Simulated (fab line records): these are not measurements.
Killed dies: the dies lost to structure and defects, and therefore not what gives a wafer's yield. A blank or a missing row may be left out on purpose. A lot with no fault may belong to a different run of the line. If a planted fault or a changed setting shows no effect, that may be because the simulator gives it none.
Matching of chambers || flow n5_finfet || N5_BEOL_M8_DESCUM_16 on rie_diel-01: 4 sister chambers
The step chemistry O2, time 7.9 s. 4 wafers are shown with their chamber, then 7 later ones without.

## WAFERS PAIRED WITH THEIR CHAMBERS
{"wafer": "L081.2", "chamber": 0, "throttle_valve_pct (%)": 20.40}
{"wafer": "L082.3", "chamber": 2, "throttle_valve_pct (%)": 20.53}
{"wafer": "L085.1", "chamber": 1, "throttle_valve_pct (%)": 20.93}
{"wafer": "L085.4", "chamber": 3, "throttle_valve_pct (%)": 20.66}

## WAFERS WITHOUT THEIR CHAMBER
{"wafer": "L085.5", "throttle_valve_pct (%)": 20.92}
{"wafer": "L088.2", "throttle_valve_pct (%)": 20.94}
{"wafer": "L088.4", "throttle_valve_pct (%)": 20.68}
{"wafer": "L088.6", "throttle_valve_pct (%)": 20.68}
{"wafer": "L090.3", "throttle_valve_pct (%)": 20.55}
{"wafer": "L090.5", "throttle_valve_pct (%)": 20.54}
{"wafer": "L090.6", "throttle_valve_pct (%)": 20.69}

## WHICH CHAMBER EACH ONE RAN IN
{"wafer": "L085.5", "from the rows above": 1, "in truth": 1}
{"wafer": "L088.2", "from the rows above": 1, "in truth": 1}
{"wafer": "L088.4", "from the rows above": 3, "in truth": 3}
{"wafer": "L088.6", "from the rows above": 3, "in truth": 3}
{"wafer": "L090.3", "from the rows above": 2, "in truth": 2}
{"wafer": "L090.5", "from the rows above": 2, "in truth": 2}
{"wafer": "L090.6", "from the rows above": 3, "in truth": 3}
Placed correctly: 7 of 7. Not placeable from these rows: 0. 0 placed wrongly.
How it was worked out, from the rows above alone: a wafer's distance from a chamber is the root of the sum, over the readings, of the square of ((its reading less the chamber's mean) divided by the reading's scatter). If the next closest chamber is less than 2 further off than the closest, the wafer can't be placed; otherwise it belongs to the closest. A chamber's mean is the mean of its shown wafers. The scatter: with one shown wafer a chamber, the root of the mean of the squares of how far each hidden wafer lies from its nearest shown one.
